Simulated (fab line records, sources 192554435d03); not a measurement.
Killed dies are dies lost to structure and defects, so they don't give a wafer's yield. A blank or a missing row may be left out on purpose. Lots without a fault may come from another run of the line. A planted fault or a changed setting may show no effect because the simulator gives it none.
Which tool did it? | flow n5_finfet | 12 lots, 36 wafers sampled, at 2 steps of a route of 1938

WHAT THE GAUGES READ, wafer by wafer
N5_MOL_CONTACT_COAG_CD_MEAS_08: target cd 28 nm.
lot  | measured     | on        | cd_nm (nm)
L075 | day 5 02:21  | cd_sem-03 | 27.8 28.4 28.6
L077 | day 5 14:47  | cd_sem-03 | 28.1 27.6 27.7
L079 | day 6 01:08  | cd_sem-02 | 28.3 28.3 27.9
L081 | day 6 09:10  | cd_sem-02 | 28.1 28.6 28.1
L083 | day 6 22:17  | cd_sem-03 | 28.1 27.8 28.3
L085 | day 7 09:56  | cd_sem-01 | 28.0 28.0 28.1
L087 | day 8 01:23  | cd_sem-02 | 28.2 28.2 28.0
L089 | day 8 12:10  | cd_sem-03 | 28.3 27.9 28.3
L091 | day 8 21:56  | cd_sem-02 | 28.7 28.6 28.3
L093 | day 9 10:04  | cd_sem-03 | 27.8 27.9 27.8
L095 | day 10 00:37 | cd_sem-01 | 27.7 27.8 27.7
L097 | day 10 09:59 | cd_sem-03 | 27.8 28.1 27.7

WHICH TOOL RAN EACH LOT (tool, then ch and the chambers of the sampled wafers, then the start)
lot  | N5_GATE_CUT_VAPOR_ETCH_51
L075 | rie_metal-03 ch 0,1, day 4 22:31
L077 | rie_metal-01 ch 0,1, day 5 11:31
L079 | rie_metal-02 ch 1, day 5 20:29
L081 | rie_metal-03 ch 0,1, day 6 06:08
L083 | rie_metal-01 ch 0,1, day 6 19:15
L085 | rie_metal-02 ch 1, day 7 06:53
L087 | rie_metal-03 ch 0,1, day 7 22:22
L089 | rie_metal-03 ch 0,1, day 8 08:53
L091 | rie_metal-02 ch 0,1, day 8 18:33
L093 | rie_metal-02 ch 0,1, day 9 06:49
L095 | rie_metal-02 ch 0,1, day 9 21:13
L097 | rie_metal-01 ch 0,1, day 10 06:50
- N5_GATE_CUT_VAPOR_ETCH_51: etches HfO2 in BCl3/Cl2.

THE ANSWER, worked out from the rows above alone
Rule: what is usual is taken from the lots themselves. Put in order of their means at a reading, lots are off if they are a third of the lots or fewer, leave a main group of 4 or more, and stand apart from it by a gap of 3 or more times the standard deviation of the main group's means; of several such gaps the widest counts. A main group whose means are all the same, to the digits that the tables above print for the reading, isn't used. A lot without any number at a reading at which 4 lots or more have one is off too. The other lots that the step has rows for count as sound.
No lot is off at any reading shown: from this, nothing can be told.

WHAT THE SIMULATOR HAD PUT IN
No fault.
